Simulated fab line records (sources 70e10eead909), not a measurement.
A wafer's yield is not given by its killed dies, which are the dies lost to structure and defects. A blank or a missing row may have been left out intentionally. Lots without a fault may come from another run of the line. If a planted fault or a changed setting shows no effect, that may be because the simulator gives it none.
fab line records | flow nand-harc
record lots=7 | wafers=21 | last-day=25
route steps=1159 shown A_SGD_CUT@773 A_SLIT@779 END@1159
lots with no fault: from the same line, run without faults
start-h: the number of hours between the record's first day and the start of the first shown wafer of the lot | wait-h: hours elapsed since this lot's preceding step | " identical to the entry in the row above | L1.1+2: several wafers, shown together as one row | - no value, or no start was given | * or withheld: withheld | < > ~ a bound
route shown NAME@n: names a module that has steps shown in the file, with the first one's number in the route | usual: mean/standard deviation taken from wafers without a fault | same: alike in all rows | chamber/n: place in a boat | sites: per-site readings | _std_site: their standard deviation | _edge_site: the outer-site mean with the inner-site mean subtracted | radius-mm: for every site, how far away it sits from the centre of the wafer | mask NAME#n: copy n | behind: the last tool/chamber to shape the wafer | hold: why the lot went on hold/how many hours it stayed there/how the hold came to an end | device: the transistor (n, p or np) that didn't switch | end of line: at the end of the route, the tests of the same wafers | a step given without rows: its recipe and nothing more | killed: at the first sort, the dies lost to defects and structure; wafer yield is something else | map: dies across one wafer; x = killed, . = not, _ = none there
set.NAME: the setting that was run; set.NAME@STEP: the one run at that earlier step | model.NAME: the simulator's own value behind a step, which no gauge read
lots at some steps of the route; a table a step, a row a wafer
services: when a tool's chamber went out of use (start-h, in hours from the record's first day, below 0 if earlier), for how many hours, and the reason
## steps
# step NHARC_A_SGD_CUT_THK_MEAS_22
# recipe thk-meas-gauge=ellipsometry
# usual thk-nm=148.5/1.9
lot.wafer | tool          | chamber | start-h | wait-h | thk-nm
L514.2    | film-metro-01 | -       | 329.45  | 0.2    | 149.5
L514.4    | "             | -       | "       | "      | 146.8
L514.6    | "             | -       | "       | "      | 146.2
L515.1    | film-metro-01 | -       | 335.50  | 0.2    | 151.4
L515.3    | "             | -       | "       | "      | 149.9
L515.4    | "             | -       | "       | "      | 149.1
L520.1    | film-metro-01 | -       | 376.12  | 0.2    | 150.2
L520.2    | "             | -       | "       | "      | 149.9
L520.6    | "             | -       | "       | "      | 148.1
L521.2    | film-metro-02 | -       | 376.12  | 0.2    | 150.0
L521.3    | "             | -       | "       | "      | 146.7
L521.4    | "             | -       | "       | "      | 149.3
L523.1    | film-metro-02 | -       | 403.46  | 0.2    | 149.0
L523.2    | "             | -       | "       | "      | 150.2
L523.5    | "             | -       | "       | "      | 146.2
L524.1    | film-metro-01 | -       | 403.47  | 0.2    | 151.0
L524.5    | "             | -       | "       | "      | 150.5
L524.6    | "             | -       | "       | "      | 148.5
L532.1    | film-metro-01 | -       | 435.84  | 0.2    | 148.6
L532.3    | "             | -       | "       | "      | 150.8
L532.5    | "             | -       | "       | "      | 148.0
# step NHARC_A_SGD_CUT_SRD_23
# step NHARC_A_SGD_CUT_ETCH_26
# recipe target-depth-a=458 | chemistry=dHF | material=SiO2
# step NHARC_A_SGD_CUT_ETCHBACK_24
# recipe target-depth-a=500 | over-etch-frac=0.3 | time-s=92.857 | ion-energy-ev=120 | ch3f-flow-sccm=50 | o2-flow-sccm=30 | ar-flow-sccm=200 | rf-w=500 | bias-w=100 | chemistry=CH3F/O2
# usual drypump-motor-current-A=5.8/0.44 | oes-product-au=0.97/0.036 | rf-vpp-V=244.2/2 | showerhead-plenum-p-Torr=2.45/0.13 | throttle-valve-pct=20.664/0.0093
lot.wafer | tool        | chamber | start-h | wait-h | drypump-motor-current-A | oes-product-au | rf-hours-counter-h | rf-vpp-V | showerhead-plenum-p-Torr | throttle-valve-pct
L514.2    | rie-diel-09 | 1       | 329.67  | 0.1    | 5.1                     | 0.93           | 8                  | 243.9    | 2.40                     | 20.674
L514.4    | "           | 2       | "       | "      | 5.1                     | 0.93           | 6                  | 241.7    | 2.34                     | 20.643
L514.6    | "           | 2       | "       | "      | 5.1                     | 0.93           | -                  | 242.3    | 2.34                     | 20.662
L515.4    | rie-diel-03 | 3       | 335.72  | 0.1    | 5.9                     | 1.00           | 13                 | 243.0    | 2.30                     | 20.669
L515.1    | "           | 1       | "       | "      | 5.7                     | 1.02           | 14                 | 242.0    | 2.29                     | 20.655
L515.3    | "           | 2       | "       | "      | 5.6                     | 1.01           | 13                 | 243.3    | 2.47                     | 20.681
L520.2    | rie-diel-06 | 3       | 376.34  | 0.1    | 6.5                     | 1.00           | 7                  | 246.8    | 2.62                     | 20.667
L520.1    | "           | 2       | "       | "      | 6.0                     | 0.99           | 8                  | 246.9    | 2.63                     | 20.673
L520.6    | "           | 2       | "       | "      | 5.9                     | 1.00           | -                  | 245.7    | 2.63                     | 20.657
L521.2    | rie-diel-09 | 2       | 376.35  | 0.1    | 5.1                     | 0.99           | 9                  | 244.3    | 2.34                     | 20.663
L521.4    | "           | 3       | "       | "      | 6.5                     | 0.98           | 12                 | 242.8    | 2.32                     | 20.676
L521.3    | "           | 0       | "       | "      | 5.7                     | 1.01           | 12                 | 243.9    | 2.37                     | 20.639
L523.2    | rie-diel-03 | 2       | 403.68  | 0.2    | 5.7                     | 1.00           | 1                  | 244.6    | 2.47                     | 20.664
L523.1    | "           | 3       | "       | "      | 5.9                     | 1.00           | 1                  | 242.2    | 2.30                     | 20.657
L523.5    | "           | 2       | "       | "      | 5.7                     | 0.99           | -                  | 245.8    | 2.47                     | 20.664
L524.1    | rie-diel-06 | 2       | 403.70  | 0.2    | 6.0                     | 1.00           | 11                 | 246.2    | 2.62                     | 20.675
L524.5    | "           | 2       | "       | "      | 6.0                     | 1.00           | -                  | 247.2    | 2.62                     | 20.658
L524.6    | "           | 3       | "       | "      | 6.5                     | 1.01           | -                  | 247.4    | 2.62                     | 20.664
L532.3    | rie-diel-06 | 3       | 436.08  | 0.2    | 6.5                     | 0.98           | 2                  | 246.7    | 2.62                     | 20.660
L532.1    | "           | 1       | "       | "      | 5.9                     | 0.99           | 0                  | 241.8    | 2.29                     | 20.654
L532.5    | "           | 3       | "       | "      | 6.5                     | 0.99           | -                  | 247.0    | 2.62                     | 20.664
# step NHARC_A_SGD_CUT_STRIP_28
# recipe time-s=20 | o2-flow-sccm=500 | ar-flow-sccm=0 | bias-w=0 | chemistry=O2
# usual drypump-motor-current-A=5.8/0.44 | oes-product-au=1.006/0.011 | rf-vpp-V=57.8/0.88 | showerhead-plenum-p-Torr=3.51/0.17 | throttle-valve-pct=17.037/0.0092
lot.wafer | tool        | chamber | start-h | wait-h | drypump-motor-current-A | oes-product-au | rf-hours-counter-h | rf-vpp-V | showerhead-plenum-p-Torr | throttle-valve-pct
L514.4    | rie-diel-09 | 1       | -       | -      | 5.1                     | 1.010          | 8                  | 57.0     | 3.45                     | 17.035
L514.2    | "           | 2       | "       | "      | 5.1                     | 1.020          | 6                  | 57.6     | 3.36                     | 17.027
L514.6    | "           | 1       | "       | "      | 5.0                     | 1.002          | -                  | 57.6     | 3.45                     | 17.034
L515.1    | rie-diel-03 | 3       | -       | -      | 6.0                     | 1.004          | 13                 | 56.9     | 3.31                     | 17.014
L515.4    | "           | 0       | "       | "      | 6.0                     | 1.023          | 13                 | 57.7     | 3.55                     | 17.041
L515.3    | "           | 1       | "       | "      | 5.6                     | 1.014          | 14                 | 57.2     | 3.30                     | 17.048
L521.3    | rie-diel-09 | 2       | -       | -      | 5.0                     | 1.008          | 10                 | 58.0     | 3.36                     | 17.031
L521.4    | "           | 0       | "       | "      | 5.7                     | 1.015          | 12                 | 58.6     | 3.41                     | 17.051
L521.2    | "           | 1       | "       | "      | 5.0                     | 1.010          | 11                 | 57.9     | 3.44                     | 17.041
L520.2    | rie-diel-06 | 3       | 376.52  | 0.2    | 6.5                     | 1.009          | 7                  | 58.6     | 3.75                     | 17.037
L520.1    | "           | 0       | "       | "      | 5.3                     | 1.004          | 8                  | 57.6     | 3.66                     | 17.048
L520.6    | "           | 2       | "       | "      | 6.0                     | 1.007          | -                  | 59.4     | 3.76                     | 17.033
L523.2    | rie-diel-03 | 0       | -       | -      | 6.0                     | 1.032          | 1                  | 57.7     | 3.55                     | 17.041
L523.1    | "           | 1       | "       | "      | 5.7                     | 1.005          | 1                  | 58.1     | 3.29                     | 17.032
L523.5    | "           | 3       | "       | "      | 6.0                     | 0.999          | -                  | 58.4     | 3.30                     | 17.046
L524.1    | rie-diel-06 | 2       | 403.87  | 0.2    | 6.0                     | 0.999          | 11                 | 58.2     | 3.76                     | 17.049
L524.6    | "           | 2       | "       | "      | 6.0                     | 0.999          | -                  | 57.9     | 3.76                     | 17.043
L524.5    | "           | 3       | "       | "      | 6.5                     | 1.012          | -                  | 58.8     | 3.75                     | 17.039
L532.1    | rie-diel-06 | 1       | -       | -      | 6.0                     | 0.987          | 0                  | 56.6     | 3.29                     | 17.036
L532.3    | "           | 3       | "       | "      | 6.5                     | 0.995          | 2                  | 57.1     | 3.75                     | 17.042
L532.5    | "           | 1       | "       | "      | 6.0                     | 0.984          | -                  | 58.1     | 3.29                     | 17.026
# step NHARC_A_SGD_CUT_INSPECT_25
# usual raw-defect-count=343/88
lot.wafer | tool              | chamber | start-h | wait-h | raw-defect-count
L514.2    | defect-inspect-01 | -       | 329.95  | -      | 339
L514.4    | "                 | -       | "       | "      | 225
L514.6    | "                 | -       | "       | "      | 292
L515.1    | defect-inspect-01 | -       | 335.96  | -      | 338
L515.3    | "                 | -       | "       | "      | 302
L515.4    | "                 | -       | "       | "      | 484
L521.2    | defect-inspect-01 | -       | 376.59  | -      | 309
L521.3    | "                 | -       | "       | "      | 268
L521.4    | "                 | -       | "       | "      | 386
L520.1    | defect-inspect-02 | -       | 376.62  | -      | 388
L520.2    | "                 | -       | "       | "      | 367
L520.6    | "                 | -       | "       | "      | 320
L523.1    | defect-inspect-01 | -       | 403.92  | -      | 282
L523.2    | "                 | -       | "       | "      | 370
L523.5    | "                 | -       | "       | "      | 289
L524.1    | defect-inspect-02 | -       | 403.97  | -      | 407
L524.5    | "                 | -       | "       | "      | 507
L524.6    | "                 | -       | "       | "      | 321
L532.1    | defect-inspect-01 | -       | 436.43  | -      | 281
L532.3    | "                 | -       | "       | "      | 319
L532.5    | "                 | -       | "       | "      | 324
# step NHARC_A_SLIT_DEP_25
# recipe target-thk-a=2000 | temp-c=400 | pressure-torr=6.5 | rf-w=900 | teos-flow-sccm=161.4 | flow-sccm=2650 | target-thk-nm=200 | gas=O2 | material=SiO2
# usual heater-power-outer-w=285/62 | heater-power-w=544/110 | throttle-valve-pct=16.2/0.43
lot.wafer | tool     | chamber | start-h | wait-h | heater-power-outer-w | heater-power-w | throttle-valve-pct
L514.2    | pecvd-01 | 2       | 330.10  | 0.1    | 283                  | 497            | 16.7
L514.4    | "        | 0       | "       | "      | 323                  | 523            | 16.6
L514.6    | "        | 2       | "       | "      | 288                  | 511            | 16.2
L515.3    | pecvd-01 | 2       | 336.26  | 0.3    | 310                  | 540            | 16.3
L515.1    | "        | 0       | "       | "      | 252                  | 436            | 16.5
L515.4    | "        | 2       | "       | "      | 308                  | 554            | 16.5
L521.2    | pecvd-01 | 0       | 376.66  | 0.1    | 319                  | 516            | 17.0
L521.3    | "        | 2       | "       | "      | 258                  | 476            | 16.2
L521.4    | "        | 0       | "       | "      | 321                  | 525            | 16.7
L520.1    | pecvd-02 | 0       | 376.73  | 0.1    | 338                  | 604            | 15.5
L520.2    | "        | 1       | "       | "      | 289                  | 588            | 15.6
L520.6    | "        | 0       | "       | "      | 331                  | 594            | 16.1
L523.1    | pecvd-01 | 1       | 404.23  | 0.3    | 188                  | 422            | 15.9
L523.2    | "        | 2       | "       | "      | 290                  | 509            | 16.4
L523.5    | "        | 2       | "       | "      | 297                  | 513            | 16.3
L524.1    | pecvd-02 | 2       | 404.58  | 0.6    | 405                  | 789            | 16.0
L524.6    | "        | 0       | "       | "      | 322                  | 571            | 15.9
L524.5    | "        | 2       | "       | "      | 311                  | 630            | 16.2
L532.3    | pecvd-01 | 1       | 436.64  | 0.2    | 243                  | 499            | 15.7
L532.1    | "        | 0       | "       | "      | 255                  | 438            | 16.9
L532.5    | "        | 0       | "       | "      | 266                  | 451            | 16.6
# step NHARC_A_SLIT_DEP_00
# recipe target-thk-a=32000 | temp-c=400 | material=aC
# usual throttle-valve-pct=34.999/0.009
lot.wafer | tool       | chamber | start-h | wait-h | throttle-valve-pct
L514.2    | acl-dep-02 | 0       | 330.69  | -      | 34.996
L514.4    | "          | 0       | "       | "      | 34.994
L514.6    | "          | 0       | "       | "      | 34.996
L515.1    | acl-dep-01 | 0       | 338.33  | -      | 35.000
L515.3    | "          | 0       | "       | "      | 34.998
L515.4    | "          | 0       | "       | "      | 35.023
L521.2    | acl-dep-03 | 0       | 379.80  | -      | 35.011
L521.3    | "          | 0       | "       | "      | 34.991
L521.4    | "          | 0       | "       | "      | 34.981
L520.1    | acl-dep-02 | 0       | 379.96  | -      | 35.001
L520.2    | "          | 0       | "       | "      | 35.008
L520.6    | "          | 0       | 381.59  | -      | 34.998
L523.1    | acl-dep-03 | 0       | 404.53  | -      | 35.002
L523.2    | "          | 0       | "       | "      | 34.990
L523.5    | "          | 0       | "       | "      | 34.997
L524.1    | acl-dep-02 | 0       | 406.39  | 1.8    | 35.005
L524.5    | "          | 0       | 407.70  | 2.8    | 35.007
L524.6    | "          | 0       | "       | "      | 34.999
L532.1    | acl-dep-02 | 0       | 438.50  | -      | 34.992
L532.3    | "          | 0       | "       | "      | 35.000
L532.5    | "          | 0       | "       | "      | 34.995
# step NHARC_A_SLIT_DEP_23
# recipe target-thk-a=1000 | target-thk-nm=100 | temp-c=400 | pressure-torr=3.5 | flow-sccm=200 | rf-w=350 | material=SiON
# usual heater-power-outer-w=428/55 | heater-power-w=739/100
lot.wafer | tool     | chamber | start-h | wait-h | heater-power-outer-w | heater-power-w
L514.2    | pecvd-02 | 0       | 332.37  | 1.4    | 378                  | 650
L514.4    | "        | 2       | "       | "      | 438                  | 824
L514.6    | "        | 1       | "       | "      | 364                  | 655
L515.3    | pecvd-04 | 2       | 340.34  | 1.0    | 377                  | 672
L515.1    | "        | 0       | "       | "      | 421                  | 755
L515.4    | "        | 1       | "       | "      | 531                  | 938
L521.3    | pecvd-01 | 0       | 381.45  | 1.0    | 441                  | 700
L521.2    | "        | 1       | "       | "      | 402                  | 713
L521.4    | "        | 1       | "       | "      | 385                  | 710
L520.2    | pecvd-02 | 1       | 381.97  | 1.4    | 402                  | 734
L520.1    | "        | 2       | "       | "      | 468                  | 876
L520.6    | "        | 1       | "       | "      | 419                  | 732
L523.1    | pecvd-01 | 2       | 406.49  | 1.6    | 410                  | 676
L523.2    | "        | 1       | "       | "      | 400                  | 720
L523.5    | "        | 2       | "       | "      | 413                  | 676
L524.1    | pecvd-04 | 2       | 408.37  | 1.6    | 396                  | 672
L524.6    | "        | 2       | "       | "      | 382                  | 684
L524.5    | "        | 1       | "       | "      | 520                  | 916
L532.1    | pecvd-04 | 1       | 440.53  | 1.7    | 515                  | 902
L532.3    | "        | 2       | "       | "      | 343                  | 617
L532.5    | "        | 2       | "       | "      | 345                  | 597
# step NHARC_A_SLIT_DEHYDRATE_01
# recipe temp-c=150 | time-s=120
# step NHARC_A_SLIT_HMDS_02
# recipe time-s=30
# step NHARC_A_SLIT_COAT_03
# recipe spin-rpm=1500 | resist-thk-nm=90
# step NHARC_A_SLIT_SOFTBAKE_04
# recipe temp-c=105 | time-s=55
# usual heater-power-total-W=188.46/0.14
lot.wafer | tool           | chamber | start-h | wait-h | heater-power-total-W
L514.2    | litho-track-04 | 0       | 332     | -      | 188.35
L514.4    | "              | 0       | "       | "      | 188.37
L514.6    | "              | 0       | "       | "      | 188.45
L515.1    | litho-track-04 | 0       | 340     | -      | 209.45
L515.3    | "              | 0       | "       | "      | 209.77
L515.4    | "              | 0       | "       | "      | 209.38
L521.2    | litho-track-04 | 0       | 381     | -      | 209.68
L521.3    | "              | 0       | "       | "      | 209.46
L521.4    | "              | 0       | "       | "      | 209.72
L520.1    | litho-track-04 | 0       | 382     | -      | 209.25
L520.2    | "              | 0       | "       | "      | 209.42
L520.6    | "              | 0       | "       | "      | 209.60
L523.1    | litho-track-06 | 0       | 406     | -      | 188.48
L523.2    | "              | 0       | "       | "      | 188.26
L523.5    | "              | 0       | "       | "      | 188.48
L524.1    | litho-track-06 | 0       | 408     | -      | 188.68
L524.5    | "              | 0       | "       | "      | 188.42
L524.6    | "              | 0       | "       | "      | 188.70
L532.1    | litho-track-01 | 0       | 440     | -      | 188.35
L532.3    | "              | 0       | "       | "      | 188.33
L532.5    | "              | 0       | "       | "      | 188.50
# step NHARC_A_SLIT_EBR_05
# step NHARC_END_SORT_01
# recipe temp-c=25
# usual killed-at-array=28/11 | killed-at-other=0.7/0.88 | killed-at-periphery=3.1/2.2 | killed-dies=31/12 | killed-open=3.3/2 | killed-short=2.0/1.6
# same gross-dies=677
lot.wafer | tool      | chamber | start-h | wait-h | killed-at-array | killed-at-other | killed-at-periphery | killed-dies | killed-open | killed-short
L514.2    | prober-02 | 0       | 459.96  | 2.8    | 23              | 0               | 2                   | 25          | 4           | 4
L514.4    | prober-02 | 0       | 461.59  | 3.4    | 19              | 1               | 1                   | 21          | 3           | 0
L514.6    | prober-02 | 0       | 463.21  | 4.1    | 16              | 1               | 0                   | 17          | 2           | 1
L515.1    | prober-02 | 0       | 467.06  | 2.5    | 10              | 0               | 2                   | 12          | 2           | 2
L515.3    | prober-02 | 0       | 468.67  | 3.1    | 11              | 0               | 1                   | 12          | 4           | 1
L515.4    | prober-02 | 0       | 469.48  | 3.4    | 10              | 1               | 5                   | 16          | 3           | 5
L521.3    | prober-02 | 0       | 508.07  | 3.1    | 32              | 1               | 2                   | 35          | 2           | 4
L521.4    | prober-02 | 0       | 508.89  | 3.4    | 40              | 0               | 1                   | 41          | 4           | 1
L524.1    | prober-01 | 0       | 517.59  | 2.5    | 23              | 0               | 2                   | 25          | 3           | 0
L524.5    | prober-01 | 0       | 520.74  | 3.6    | 30              | 0               | 3                   | 33          | 4           | 3
L524.6    | prober-01 | 0       | 521.53  | 3.9    | 23              | 0               | 1                   | 24          | 2           | 0
# killed by level:class
L514.2 A_SLIT:chamber-film-flake=8 A_BLC:chamber-film-flake=3 A_BLC:geometric-particle:open=2 A_CHANNEL_HOLE_D1:chamber-film-flake=2 A_CONTACT:chamber-film-flake=2 P_GATE:geometric-particle:short=1 P_M0:geometric-particle:open=1 A_ONON_D1:geometric-particle:short=1
L514.4 A_SLIT:chamber-film-flake=9 A_BLC:chamber-film-flake=2 A_WL_FILL:chamber-film-flake=2 A_CONTACT:chamber-film-flake=2 A_ONON_D1:geometric-particle:open=1 A_BLC:geometric-particle:open=1 A_M0:geometric-particle:open=1 P_BONDPAD:chamber-film-flake=1
L514.6 A_SLIT:chamber-film-flake=8 A_WL_FILL:chamber-film-flake=3 A_CHANNEL_HOLE_D1:chamber-film-flake=2 A_CHANNEL_FILL_D1:geometric-particle:open=1 A_M1:geometric-particle:open=1 STARTING-WAFER:geometric-particle:short=1 A_CONTACT:chamber-film-flake=1
L515.1 A_CHANNEL_HOLE_D1:chamber-film-flake=4 A_CONTACT:chamber-film-flake=2 P_CONTACT:geometric-particle:short=1 P_M0:geometric-particle:open=1 A_ONON_D1:geometric-particle:open=1 A_WL_FILL:geometric-particle:short=1 A_WL_FILL:chamber-film-flake=1 A_BLC:chamber-film-flake=1
L515.3 A_CONTACT:geometric-particle:open=2 A_M0:geometric-particle:open=2 A_CHANNEL_HOLE_D1:chamber-film-flake=2 A_CONTACT:chamber-film-flake=2 A_SLIT:chamber-film-flake=1 A_CHANNEL_FILL_D1:geometric-particle:short=1 P_ZERO_WELL:chamber-film-flake=1 A_WL_FILL:chamber-film-flake=1
L515.4 P_GATE:geometric-particle:short=3 P_GATE:chamber-film-flake=2 A_CONTACT:chamber-film-flake=2 A_ONON_D1:geometric-particle:open=1 A_WL_FILL:geometric-particle:short=1 A_CONTACT:geometric-particle:open=1 A_CONTACT:geometric-particle:short=1 A_M0:geometric-particle:open=1
L521.3 A_SLIT:chamber-film-flake=12 A_CHANNEL_HOLE_D1:chamber-film-flake=11 A_CHANNEL_FILL_D1:geometric-particle:short=2 A_STAIRCASE:chamber-film-flake=2 P_M0:geometric-particle:open=1 A_ONON_D1:geometric-particle:open=1 A_WL_FILL:geometric-particle:short=1 A_CONTACT:geometric-particle:short=1
L521.4 A_CHANNEL_HOLE_D1:chamber-film-flake=15 A_SLIT:chamber-film-flake=11 A_M1:chamber-film-flake=3 A_CONTACT:geometric-particle:open=2 A_CHANNEL_FILL_D1:chamber-film-flake=2 A_STAIRCASE:chamber-film-flake=2 A_WL_FILL:chamber-film-flake=2 P_M2:geometric-particle:open=1
L524.1 A_SLIT:chamber-film-flake=14 A_STAIRCASE:chamber-film-flake=3 A_CHANNEL_HOLE_D1:chamber-film-flake=2 P_GATE:geometric-particle:open=1 A_CHANNEL_HOLE_D1:geometric-particle:open=1 A_WL_FILL:geometric-particle:open=1 P_GATE:chamber-film-flake=1 A_WL_FILL:chamber-film-flake=1
L524.5 A_CHANNEL_HOLE_D1:chamber-film-flake=10 A_SLIT:chamber-film-flake=7 A_ONON_D1:geometric-particle:open=3 A_WL_FILL:geometric-particle:short=2 P_STI:chamber-film-flake=2 A_STAIRCASE:chamber-film-flake=2 A_CONTACT:chamber-film-flake=2 A_M1:chamber-film-flake=2
L524.6 A_SLIT:chamber-film-flake=8 A_STAIRCASE:chamber-film-flake=6 A_CHANNEL_HOLE_D1:chamber-film-flake=5 A_CHANNEL_FILL_D1:chamber-film-flake=2 P_STI:geometric-particle:open=1 A_CONTACT:geometric-particle:open=1 A_CONTACT:chamber-film-flake=1
## services
tool           | chamber | start-h | hours | kind
litho-track-04 | -       | 316.00  | 7.0   | pm
rie-diel-03    | 2       | 325.88  | 2.7   | repair
pecvd-02       | -       | 334.02  | 13.0  | pm
pecvd-04       | 2       | 343.94  | 6.3   | repair
pecvd-04       | 0       | 347.41  | 11.8  | repair
acl-dep-02     | -       | 350.18  | 13.0  | pm
rie-diel-06    | 1       | 354.61  | 79.9  | repair
rie-diel-06    | -       | 356.93  | 1.1   | repair
pecvd-04       | -       | 369.54  | 2.7   | repair
pecvd-04       | -       | 376.11  | 13.0  | pm
rie-diel-06    | 3       | 382.19  | 3.6   | repair
rie-diel-06    | 3       | 388.27  | 8.5   | repair
rie-diel-03    | -       | 392.30  | 9.0   | pm
pecvd-02       | 1       | 400.68  | 11.8  | repair
acl-dep-03     | -       | 408.29  | 13.0  | pm
rie-diel-03    | 2       | 410.34  | 6.7   | repair
pecvd-01       | -       | 418.13  | 13.0  | pm
pecvd-01       | 0       | 418.13  | 13.0  | vent-cycle
pecvd-01       | 1       | 418.13  | 13.0  | vent-cycle
pecvd-01       | 2       | 418.13  | 13.0  | vent-cycle
rie-diel-06    | -       | 418.27  | 9.0   | pm
rie-diel-09    | -       | 431.10  | 9.0   | pm
pecvd-01       | 0       | 431.13  | -     | clean
rie-diel-06    | 2       | 436.20  | 4.8   | repair
## key
first-sign step=NHARC_A_SLIT_SOFTBAKE_04 | reading=heater-power-total-W | direction=up | sigmas=99+ | usual=* | struck=*
effect none on later readings
met-at NHARC_A_SLIT_SOFTBAKE_04
struck-wafers L515.1,L515.3,L515.4,L520.1,L520.2,L520.6,L521.2,L521.3,L521.4
rows-end L521.2
tester-left-out L515,L520,L521
onset-between 332 340
fault kind=process-parameter-drift | tool=litho-track-04 | chamber=- | onset-h=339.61 | steps=NHARC_A_SLIT_SOFTBAKE_04 | channel=time-s | offset=* | shape=step | acts-in=* | stated=*
# tester-left-out: of these lots the tester's yield and bins aren't shown, on N5 and GAA mostly nor the transistor test; their killed dies are dies lost to structure and defects alone, not to doping, threshold or leakage, so they don't give the yield
# rows-end: these wafers met a further fault down the route, and their rows from its step on are left out
